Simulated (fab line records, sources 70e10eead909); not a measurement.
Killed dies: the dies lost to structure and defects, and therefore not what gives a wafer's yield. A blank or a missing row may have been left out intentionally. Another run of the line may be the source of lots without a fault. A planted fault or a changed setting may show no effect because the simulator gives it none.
Chamber matching	flow nandHarc	NHARC_P_M2_DESCUM_14 on rieDiel-01 has 4 sister chambers
The step chemistry O2, time 3 s. 14 wafers are shown with their chamber, then 7 later ones without.

## WAFERS PAIRED WITH THEIR CHAMBERS
wafer	chamber	drypumpMotorCurrentA (A)	rfVppV (V)	oesProductAu (a.u.)
L074.3	0	6.41	57.9	1.001
L074.5	3	5.86	58.0	1.005
L074.6	0	6.40	56.9	0.993
L079.2	0	6.45	56.1	0.997
L079.3	1	5.99	58.9	0.999
L079.5	1	6.01	58.1	1.005
L080.4	3	5.83	56.4	1.005
L080.5	2	5.73	58.1	0.981
L080.6	3	5.89	57.6	1.007
L083.3	0	6.40	56.0	0.996
L083.5	1	6.01	57.9	1.000
L083.6	2	5.74	58.4	1.008
L085.1	1	6.01	56.9	0.994
L085.4	0	6.41	56.8	0.987

SIGNATURES, as means of the wafers listed above
reading	chamber 0	chamber 1	chamber 2	chamber 3	scatter within a chamber
drypumpMotorCurrentA	6.4140	6.0050	5.7350	5.8600	0.0197
rfVppV	56.740	57.950	58.250	57.333	0.761
oesProductAu	0.99480	0.99950	0.99450	1.00567	0.00733
Rule: a wafer lies at a distance from a chamber equal to the root of the sum of squares, over the readings, of (its reading less the chamber's mean, divided by the reading's scatter). The wafer belongs to the nearest chamber; if the next one is less than 2 further off, it can't be placed. How the scatter is found: for the shown wafers, subtract from each reading the mean of its chamber, square and add these, divide the total by (wafers less chambers), then take the root.

## WAFERS WITHOUT THEIR CHAMBER
wafer	drypumpMotorCurrentA (A)	rfVppV (V)	oesProductAu (a.u.)
L085.6	5.99	59.7	0.999
L092.2	5.98	57.7	0.987
L092.3	5.88	57.3	1.009
L092.5	5.83	58.0	1.001
L094.1	6.38	57.6	0.988
L094.3	5.85	59.0	1.002
L094.5	5.72	57.7	1.010

## CHAMBER TAKEN BY EACH
wafer	from the rows above	in truth
L085.6	1	1
L092.2	1	1
L092.3	3	3
L092.5	3	3
L094.1	0	0
L094.3	3	3
L094.5	2	2
Placed correctly: 7 of 7. Left unplaced by these rows: 0. 0 placed wrongly.
